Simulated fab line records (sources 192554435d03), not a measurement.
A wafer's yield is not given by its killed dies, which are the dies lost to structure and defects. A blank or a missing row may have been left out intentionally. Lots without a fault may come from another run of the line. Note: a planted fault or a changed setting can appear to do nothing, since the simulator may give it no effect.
Matching of chambers -- flow n5Finfet -- N5_BEOL_M8_ETCH_72 on rieDiel-06: 4 sister chambers
The step etches underlayer in N2/H2, target depth 6.5 nm, time 5.2 s. 24 wafers are shown with their chamber, then 12 later ones without.

== WAFERS PAIRED WITH THEIR CHAMBERS ==
wafer,chamber,showerheadPlenumPTorr (Torr),drypumpMotorCurrentA (A),throttleValvePct (%)
L079.2,2,2.69,5.4,17.89
L079.3,1,2.45,6.6,18.01
L079.5,2,2.69,5.5,17.89
L081.2,0,2.71,5.3,17.81
L081.3,1,2.45,6.7,18.01
L081.5,3,2.66,5.1,17.63
L082.1,3,2.66,5.1,17.63
L082.2,2,2.69,5.5,17.92
L082.3,0,2.70,5.3,17.82
L082.4,1,2.45,6.7,18.03
L082.5,0,2.70,5.3,17.80
L082.6,1,2.45,6.7,18.02
L084.1,1,2.45,6.7,18.05
L084.2,3,2.66,5.2,17.65
L084.4,2,2.69,5.5,17.95
L085.2,0,2.70,5.3,17.80
L085.5,2,2.69,5.4,17.95
L085.6,3,2.66,5.2,17.66
L087.3,1,2.44,6.6,18.06
L087.4,0,2.70,5.3,17.83
L087.6,1,2.45,6.6,18.04
L089.4,3,2.65,5.1,17.66
L089.5,3,2.65,5.1,17.66
L089.6,2,2.69,5.4,17.92

SIGNATURES (averages over the wafers above)
reading,chamber 0,chamber 1,chamber 2,chamber 3,scatter within a chamber
showerheadPlenumPTorr,2.7020,2.4486,2.6900,2.6567,0.00387
drypumpMotorCurrentA,5.300,6.657,5.450,5.133,0.0477
throttleValvePct,17.8120,18.0314,17.9200,17.6483,0.0196
Rule: for each reading, subtract the chamber's mean from the wafer's reading, divide by that reading's scatter and square the result; add these up over the readings and take the root, which gives the wafer's distance from the chamber. If the next closest chamber is less than 2 further off than the closest, the wafer can't be placed; otherwise it belongs to the closest. The scatter: the root of (the sum of the squares of (reading less its chamber's mean) over the shown wafers, divided by (wafers less chambers)).

== WAFERS WITH NO CHAMBER GIVEN ==
wafer,showerheadPlenumPTorr (Torr),drypumpMotorCurrentA (A),throttleValvePct (%)
L092.1,2.70,5.3,17.87
L092.3,2.44,6.6,18.08
L092.6,2.70,5.3,17.82
L096.1,2.44,6.7,18.09
L096.2,2.68,5.5,17.95
L096.3,2.64,5.1,17.71
L096.4,2.69,5.3,17.87
L096.5,2.44,6.7,18.08
L096.6,2.68,5.5,17.98
L097.1,2.64,5.1,17.71
L097.3,2.69,5.3,17.86
L097.5,2.68,5.5,17.96

== THE CHAMBER EACH PASSED THROUGH ==
wafer,from the rows above,in truth
L092.1,can't be placed: 0 or 2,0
L092.3,1,1
L092.6,0,0
L096.1,1,1
L096.2,2,2
L096.3,3,3
L096.4,can't be placed: 2 or 0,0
L096.5,1,1
L096.6,2,2
L097.1,3,3
L097.3,can't be placed: 0 or 2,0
L097.5,2,2
Placed correctly: 9 of 12. Can't be placed from these rows: 3 (the true chamber is among the candidates in 3). Placed wrongly: 0.
